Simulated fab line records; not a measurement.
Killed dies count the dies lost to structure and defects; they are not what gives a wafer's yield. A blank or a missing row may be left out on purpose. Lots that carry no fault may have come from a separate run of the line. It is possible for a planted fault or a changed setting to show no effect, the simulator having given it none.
Comparing a struck lot with a sound one | flow n5-finfet | 15 steps out of a route of 1938
Sound: these wafers, L833.2, L833.3, L833.4. Wafers struck: L837.1, L837.5, L837.6. Last of all comes the cause.
Each step with rows lists, per side, the tool, then ch with its chambers, then its first start. Under that, the readings that differ: sound wafers | struck wafers | difference of the means | sigmas: that difference in standard deviations of wafers without a fault.
alike: readings with means less than 2 such deviations apart, plus words and numbers identical on both sides. not compared: withheld readings, readings lacking a value on some wafer, bounds such as >300 that could conceal the same value, and numbers that have no deviation in the record and whose values overlap.
The two part at a step that has a row with sigmas, a row that says differs or no value, or rows on one side only. Numbers that don't overlap but have no deviation are shown without sigmas and don't part them. A reading that every wafer of one side lacks parts them only if that side has two wafers or more.

first, 7 steps without rows for these wafers: N5_PASSIVATION_COAT_04; N5_PASSIVATION_EBR_06; N5_PASSIVATION_SOFTBAKE_05 (time 90 s); N5_PASSIVATION_EXPOSE_07 (exposes mask TV, defocus 0 nm, target cd 3000 nm); N5_PASSIVATION_PEB_08; N5_PASSIVATION_DEVELOP_09 (develop time 60 s); N5_PASSIVATION_HARDBAKE_11 (time 120 s).
N5_PASSIVATION_CD_MEAS_10 targets a cd of 3000 nm.
  sound on cd-sem-03 ch 0, day 14 21:35; struck on cd-sem-03 ch 0, day 16 05:00
  alike: cd-nm
N5_PASSIVATION_OVL_MEAS_60:
  sound on overlay-01 ch 0, day 14 21:37; struck on overlay-02 ch 0, day 16 05:02
  alike: TV_OVL
N5_PASSIVATION_INSPECT_61: inspects for defects (macro).
  sound on defect-inspect-02 at day 14 21:39; struck on defect-inspect-02 at day 16 05:03
  alike: raw-defect-count
N5_PASSIVATION_DESCUM_12: chemistry O2, time 7.9 s.
  sound on rie-diel-06 ch 0,1,3, day 14 21:41; struck on rie-diel-06 ch 0,2,3, day 16 05:05
  alike: drypump-motor-current-A, o2-flow-sccm, oes-product-au, rf-vpp-V, showerhead-plenum-p-Torr, throttle-valve-pct
  not compared: rf-hours-counter-h
N5_PASSIVATION_PASS_ETCH_74: etches SiNx in CF4/O2, target depth 220 nm, time 110 s.
  sound on rie-diel-06 ch 0,1,3, day 14 21:45; struck on rie-diel-06 ch 0,2,3, day 16 05:09
  alike: bias-w, drypump-motor-current-A, oes-product-au, rf-vpp-V, showerhead-plenum-p-Torr, throttle-valve-pct
  not compared: rf-hours-counter-h
N5_PASSIVATION_VIA_ETCH_13: etches SiO2 in CHF3/O2, target depth 660 nm, time 330 s.
  sound on rie-diel-06 ch 0,1,3, day 14 21:50; struck on rie-diel-06 ch 0,2,3, day 16 05:15
  reading               | sound             | struck            | difference | sigmas
  bias-w (W)            | 170.2 170.0 169.6 | 111.0 111.6 109.5 | -59.2      | -99 or more
  etch-rf-on-time-s (s) | 237 234 234       | 274 271 273       | +38        | +9
  rf-vpp-V (V)          | 532 513 529       | 375 373 361       | -155       | -27
  alike: CHF3_flow_sccm, drypump-motor-current-A, oes-product-au, showerhead-plenum-p-Torr, throttle-valve-pct
  not compared: rf-hours-counter-h
N5_PASSIVATION_STRIP_14: strips in O2.
  sound on rie-diel-06 ch 0,1,3, day 14 22:02; struck on rie-diel-06 ch 0,2,3, day 16 05:26
  alike: drypump-motor-current-A, o2-flow-sccm, oes-product-au, rf-vpp-V, showerhead-plenum-p-Torr, throttle-valve-pct
  not compared: rf-hours-counter-h
after that, 1 step had no rows for these wafers: N5_PASSIVATION_PROBE_49.

WHERE THEY PART
Only at N5_PASSIVATION_VIA_ETCH_13, within this record. Later steps at which nothing parts them and some readings are alike: N5_PASSIVATION_STRIP_14.

WHY: whatever the simulator had introduced
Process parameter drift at N5_PASSIVATION_VIA_ETCH_13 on rie-diel-06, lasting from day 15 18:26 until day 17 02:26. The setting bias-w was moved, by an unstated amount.
